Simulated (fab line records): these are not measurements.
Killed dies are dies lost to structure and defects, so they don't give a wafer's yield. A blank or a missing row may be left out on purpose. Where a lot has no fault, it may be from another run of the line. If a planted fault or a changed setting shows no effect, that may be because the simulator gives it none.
Matching of chambers + flow nand harc + NHARC_P_M0_DESCUM_14 on rie diel-04 has 4 sister chambers
The step chemistry O2, time 3 s. 4 wafers are shown with their chamber, then 8 later ones without.

## WAFERS, EACH WITH ITS CHAMBER
| wafer  | chamber | drypump motor current A (A) |
|--------|---------|-----------------------------|
| L088.1 | 3       | 5.6                         |
| L088.3 | 0       | 5.9                         |
| L088.4 | 1       | 5.9                         |
| L093.2 | 2       | 5.0                         |

## WAFERS MISSING THEIR CHAMBER
| wafer  | drypump motor current A (A) |
|--------|-----------------------------|
| L093.4 | 5.9                         |
| L093.6 | 5.9                         |
| L094.2 | 5.8                         |
| L094.3 | 5.9                         |
| L094.5 | 5.9                         |
| L097.2 | 5.6                         |
| L097.3 | 5.9                         |
| L097.5 | 5.0                         |

## THE CHAMBER EACH PASSED THROUGH
| wafer  | from the rows above     | in truth |
|--------|-------------------------|----------|
| L093.4 | can't be placed: 0 or 1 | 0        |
| L093.6 | can't be placed: 0 or 1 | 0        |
| L094.2 | can't be placed: 0 or 1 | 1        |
| L094.3 | can't be placed: 0 or 1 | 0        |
| L094.5 | can't be placed: 0 or 1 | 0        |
| L097.2 | 3                       | 3        |
| L097.3 | can't be placed: 0 or 1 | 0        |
| L097.5 | 2                       | 2        |
Correctly placed: 2 of 8. Unplaceable from these rows: 6, with the true chamber sitting among the candidates in 6. Number placed wrongly: 0.
How it was worked out, from the rows above alone: a wafer's distance from a chamber is the root of the sum, over the readings, of the square of ((its reading less the chamber's mean) divided by the reading's scatter). The wafer belongs to the nearest chamber; if the next one is less than 2 further off, it can't be placed. The mean given for a chamber averages the wafers shown for that chamber. The scatter: with one shown wafer a chamber, the root of the mean of the squares of how far each hidden wafer lies from its nearest shown one.
